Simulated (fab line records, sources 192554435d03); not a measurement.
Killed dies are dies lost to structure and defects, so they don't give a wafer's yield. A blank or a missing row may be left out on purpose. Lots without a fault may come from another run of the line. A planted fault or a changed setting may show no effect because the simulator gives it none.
Split-lot experiment | flow n5_finfet | 7 lots, 21 wafers read, on a route of 1938 steps

THE SPLIT
At N5_BEOL_M4_ETCH_64 (etches SOC in N2/H2, target depth 75 nm, overetch 22.5 nm, time 121.9 s), the setting bias_w was moved away from the recipe's 150 W on 7 of the 21 wafers read, by -9.1% to +16.3%. The other wafers ran this setting at the recipe's value.

The reading is taken at the split's own step.

THE READING
rf_vpp_V, in V, at N5_BEOL_M4_ETCH_64 (etches SOC in N2/H2, target depth 75 nm, overetch 22.5 nm, time 121.9 s). Fault-free wafers of this fab line usually give 523.9 V, standard deviation 1.9 V.

wafer  | tool, chamber at the split | bias_w as run, W | against the recipe | rf_vpp_V, V | against lot-mates on the recipe
L076.3 | rie_diel-02, 2             | 162.8            | +8.5%              | 553.9       | +29.5
L076.4 | rie_diel-02, 0             | 150              | recipe             | 524.5       | -
L076.5 | rie_diel-02, 1             | 150              | recipe             | 524.2       | -
L078.2 | rie_diel-01, 2             | 150              | recipe             | 521.6       | -
L078.3 | rie_diel-01, 0             | 164.5            | +9.7%              | 553.3       | +30.4
L078.4 | rie_diel-01, 1             | 150              | recipe             | 524.2       | -
L080.2 | rie_diel-02, 0             | 170.7            | +13.8%             | 569.4       | +44.6
L080.3 | rie_diel-02, 3             | 150              | recipe             | 522.3       | -
L080.4 | rie_diel-02, 2             | 150              | recipe             | 527.3       | -
L083.2 | rie_diel-01, 0             | 150              | recipe             | 520.7       | -
L083.3 | rie_diel-01, 3             | 136.3            | -9.1%              | 494.9       | -25.8
L083.6 | rie_diel-01, 0             | 150              | recipe             | 520.6       | -
L084.1 | rie_diel-02, 3             | 150              | recipe             | 523.2       | -
L084.2 | rie_diel-02, 1             | 150              | recipe             | 524.3       | -
L084.3 | rie_diel-02, 0             | 174.4            | +16.3%             | 578.9       | +55.1
L087.1 | rie_diel-01, 1             | 159.1            | +6.1%              | 543.8       | +17.2
L087.2 | rie_diel-01, 2             | 159.1            | +6.1%              | 541.2       | +14.6
L087.4 | rie_diel-01, 3             | 150              | recipe             | 526.6       | -
L090.1 | rie_diel-02, 3             | 150              | recipe             | 523.5       | -
L090.2 | rie_diel-02, 0             | 150              | recipe             | 524.7       | -
L090.3 | rie_diel-02, 1             | 150              | recipe             | 524.1       | -

THE FIT
A straight line over all 21 wafers: rf_vpp_V changes by +3.29 V for each +1% of bias_w; r = +1.00; the points scatter about the line by 1.9 V.
The same after taking each lot's own level away (the mean of its wafers on the recipe; 21 wafers): +3.19 V for each +1%; r = +0.99; scatter 2 V.
On that fit, the largest move of bias_w shifts the reading by 52 V.
The lots' own levels span 520.65 to 526.60 V, that is 3.1 times the standard deviation above.
So the lot-to-lot level changes the slope little: the two slopes agree.
Check: with one of the wafers moved furthest among these (+16.3%) left out of the fit, the line predicts +50.3 V for it against its lot-mates. It came out at +55.1 V against them.
Tool readings at the split's step, against how far the setting was moved: rf_vpp_V r = +1.00.

OTHER SPLITS ON THESE WAFERS
These wafers also went through other splits before the reading. Each is held against what the fit with the lots' levels taken away leaves over:
other split on the same wafers     | wafers away from the commonest value | r with rf_vpp_V (lot level and that fit taken away)
N5_BEOL_M0_SAQP_PECVD_96 time_s    | 8                                    | +0.19
N5_BEOL_M0_SAQP_ALD_48 ald_cycles  | 5                                    | -0.09
N5_BEOL_M1_PECVD_72 temp_c         | 6                                    | +0.31
N5_BEOL_M1_COAT_61 spin_rpm        | 5                                    | -0.22
N5_BEOL_M2_PECVD_72 time_s         | 7                                    | +0.42
N5_BEOL_M3_TRENCH_ETCH_37 source_w | 10                                   | +0.04
N5_BEOL_M4_COAT_05 spin_rpm        | 6                                    | +0.13

THE WHOLE CHAIN: every reading that the file lists as answering this split, in the file's order
step               | what it does                                                            | reading                                                                          | change (the file's fit)                | r (the file's)
N5_BEOL_M4_ETCH_64 | etches SOC in N2/H2, target depth 75 nm, overetch 22.5 nm, time 121.9 s | rf_vpp_V                                                                         | +3.22 V for each +1% of the setting    | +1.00
N5_BEOL_M4_ETCH_64 | etches SOC in N2/H2, target depth 75 nm, overetch 22.5 nm, time 121.9 s | SiARC_of_BEOL_M4_COAT_62.thk_nm (the simulator's own value, which no gauge read) | -0.0568 nm for each +1% of the setting | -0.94

THE FILE'S OWN FIT
rf_vpp_V changes by +3.22 V for each +1% of bias_w, r = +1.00.
